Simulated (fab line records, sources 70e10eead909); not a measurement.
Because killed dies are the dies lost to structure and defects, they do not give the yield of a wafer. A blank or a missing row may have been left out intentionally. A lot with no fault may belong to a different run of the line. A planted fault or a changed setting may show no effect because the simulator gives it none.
The tool behind it: which one? :: flow nandHarc :: 7 lots with 21 wafers sampled at 2 steps, on a route of 1159 steps

WHAT THE GAUGES READ, wafer by wafer
NHARC_A_M1_OVL_MEAS_10: pitch 240 nm.
lot: L588
measured: day 17 20:04
on: overlay-02
overlayXNm (nm): 0.9 0.3 0.5

lot: L591
measured: day 19 15:02
on: overlay-02
overlayXNm (nm): -1.3 -1.6 -1.1

lot: L593
measured: day 19 23:11
on: overlay-01
overlayXNm (nm): 0.4 0.4 0.5

lot: L596
measured: day 20 09:11
on: overlay-02
overlayXNm (nm): 1.2 1.2 1.1

lot: L600
measured: day 22 02:56
on: overlay-02
overlayXNm (nm): 0.8 0.9 0.1

lot: L601
measured: day 22 09:53
on: overlay-01
overlayXNm (nm): -1.3 -1.4 -1.4

lot: L606
measured: day 22 21:37
on: overlay-02
overlayXNm (nm): -0.6 -0.4 -0.4

TOOL THAT RAN EACH LOT (tool first, then ch and the chambers of the sampled wafers, then the start)
lot: L588
NHARC_A_M0_PRE_CLEAN_31: pecvd-02 ch 0,1,2, day 17 18:47

lot: L591
NHARC_A_M0_PRE_CLEAN_31: pecvd-01 ch 0,2, day 19 13:38

lot: L593
NHARC_A_M0_PRE_CLEAN_31: pecvd-02 ch 0,1, day 19 21:47

lot: L596
NHARC_A_M0_PRE_CLEAN_31: pecvd-02 ch 0,1, day 20 07:29

lot: L600
NHARC_A_M0_PRE_CLEAN_31: pecvd-01 ch 0,1,2, day 22 01:23

lot: L601
NHARC_A_M0_PRE_CLEAN_31: pecvd-03 ch 0,1,2, day 22 08:28

lot: L606
NHARC_A_M0_PRE_CLEAN_31: pecvd-03 ch 1,2, day 22 20:15
- NHARC_A_M0_PRE_CLEAN_31: time 12 s.

THE ANSWER, worked out from the rows above alone
Rule: the lots themselves supply what counts as usual. The widest of any qualifying gaps counts: lots, ordered by their means at a reading, are off when they make up no more than a third of the lots, leave a main group of 4 or more, and stand apart from it by 3 or more times the standard deviation of that group's means. The tables above print the reading to a certain number of digits; a main group whose means all agree to those digits is not used. A lot without any number at a reading at which 4 lots or more have one is off too. All remaining lots with rows at the step are treated as sound.
Nothing can be told from this: no lot is off at any reading shown.

WHAT THE SIMULATOR PUT IN
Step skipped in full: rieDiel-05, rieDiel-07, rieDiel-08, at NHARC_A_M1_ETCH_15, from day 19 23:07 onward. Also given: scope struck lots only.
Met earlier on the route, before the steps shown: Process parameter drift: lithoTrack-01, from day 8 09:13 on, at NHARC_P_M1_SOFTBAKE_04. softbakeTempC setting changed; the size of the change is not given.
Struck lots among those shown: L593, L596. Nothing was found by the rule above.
